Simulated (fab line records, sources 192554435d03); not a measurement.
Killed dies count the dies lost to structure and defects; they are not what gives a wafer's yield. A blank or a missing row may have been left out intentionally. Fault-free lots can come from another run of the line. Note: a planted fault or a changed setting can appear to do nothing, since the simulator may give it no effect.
Which tool was responsible?	flow n5_finfet	36 wafers from 12 lots sampled at 3 of the route's 1938 steps

## WHAT EACH GAUGE READ, for each wafer
N5_BEOL_M7_THK_MEAS_01.
lot	measured	on	M7_ILD_THK (nm)
L936	day 9 14:49	film_metro-02	153.2 154.4 156.0
L939	day 10 00:35	film_metro-01	155.0 151.6 151.0
L938	day 10 01:12	film_metro-01	156.1 154.6 153.8
L940	day 10 06:46	film_metro-01	149.8 153.8 155.2
L943	day 11 07:53	film_metro-02	155.6 155.1 157.6
L945	day 11 10:39	film_metro-01	154.9 158.5 157.8
L944	day 11 12:55	film_metro-01	154.4 156.9 156.8
L949	day 12 20:06	film_metro-02	154.6 157.5 155.8
L957	day 14 09:14	film_metro-01	156.0 155.7 153.4
L955	day 14 09:26	film_metro-01	153.0 154.8 156.8
L958	day 14 23:40	film_metro-01	155.7 154.3 159.4
L959	day 15 19:17	film_metro-02	151.2 154.7 152.2

## WHAT TOOL EACH LOT RAN ON (gives the tool, then ch and the chambers of the sampled wafers, and finally the start)
lot	N5_BEOL_M6_ANNEAL_51	N5_BEOL_M6_DEP_56
L936	rtp_anneal-02 ch 0, day 9 12:56	pecvd-02 ch 0,1,2, day 9 13:33
L939	rtp_anneal-02 ch 0, day 9 23:12	pecvd-04 ch 0,1, day 9 23:51
L938	rtp_anneal-02 ch 0, day 9 23:49	pecvd-04 ch 0,1,2, day 10 00:27
L940	rtp_anneal-01 ch 0, day 10 05:20	pecvd-03 ch 0,1, day 10 06:01
L943	rtp_anneal-02 ch 0, day 11 06:31	pecvd-03 ch 0,1, day 11 07:10
L945	rtp_anneal-02 ch 0, day 11 09:20	pecvd-04 ch 0,1, day 11 09:56
L944	rtp_anneal-01 ch 0, day 11 11:30	pecvd-03 ch 0,1, day 11 12:10
L949	rtp_anneal-01 ch 0, day 12 18:46	pecvd-02 ch 1,2, day 12 19:22
L957	rtp_anneal-01 ch 0, day 14 07:31	pecvd-02 ch 0,1,2, day 14 08:04
L955	rtp_anneal-01 ch 0, day 14 08:05	pecvd-04 ch 0,2, day 14 08:43
L958	rtp_anneal-01 ch 0, day 14 22:20	pecvd-04 ch 1,2, day 14 22:58
L959	rtp_anneal-01 ch 0, day 15 17:55	pecvd-02 ch 0,1,2, day 15 18:35
- N5_BEOL_M6_ANNEAL_51: time 90 s.
- N5_BEOL_M6_DEP_56: deposits SiCN from 3MS/NH3, target thk 10 nm, time 17.5 s.

## AS READ BY THE TOOLS THEMSELVES (means over the sampled wafers that have a number; for cases with no such wafer, the mark the record gives instead)
N5_BEOL_M6_ANNEAL_51.
lot	tool	anneal_temp_c (C)	wafer_temp_C_max
L936	rtp_anneal-02	225.10	226.7
L939	rtp_anneal-02	224.90	226.8
L938	rtp_anneal-02	225.07	226.9
L940	rtp_anneal-01	225.04	225.8
L943	rtp_anneal-02	224.85	227.3
L945	rtp_anneal-02	224.97	227.0
L944	rtp_anneal-01	225.03	225.9
L949	rtp_anneal-01	225.07	226.0
L957	rtp_anneal-01	224.98	226.0
L955	rtp_anneal-01	225.05	226.3
L958	rtp_anneal-01	224.93	225.9
L959	rtp_anneal-01	225.16	226.1

N5_BEOL_M6_DEP_56.
lot	tool	showerhead_plenum_p_Torr (Torr)	throttle_valve_pct (%)
L936	pecvd-02	3.656	9.1
L939	pecvd-04	3.664	8.9
L938	pecvd-04	3.658	8.5
L940	pecvd-03	3.669	9.1
L943	pecvd-03	3.673	9.2
L945	pecvd-04	3.673	8.9
L944	pecvd-03	3.672	9.3
L949	pecvd-02	3.659	9.1
L957	pecvd-02	3.666	9.3
L955	pecvd-04	3.661	8.6
L958	pecvd-04	3.652	8.5
L959	pecvd-02	3.660	9.3

## THE ANSWER, worked out from the rows above alone
Rule: usual is defined by the lots themselves. The widest of any qualifying gaps counts: lots, ordered by their means at a reading, are off when they make up no more than a third of the lots, leave a main group of 4 or more, and stand apart from it by 3 or more times the standard deviation of that group's means. If all means in a main group match to the digits the tables above print for the reading, that group is not used. A lot without any number at a reading at which 4 lots or more have one is off too. Any other lot the step has rows for is counted as sound. The gauges are gone through in route order, then the tools' own readings, and for those a lot's mean is taken as printed above. At the first step where some lot is off, the reading lying furthest off is the one used; lots without a number count as furthest.
Across all readings shown, no lot is off: no conclusion can be drawn from this.

## WHAT THE SIMULATOR HAD INSERTED
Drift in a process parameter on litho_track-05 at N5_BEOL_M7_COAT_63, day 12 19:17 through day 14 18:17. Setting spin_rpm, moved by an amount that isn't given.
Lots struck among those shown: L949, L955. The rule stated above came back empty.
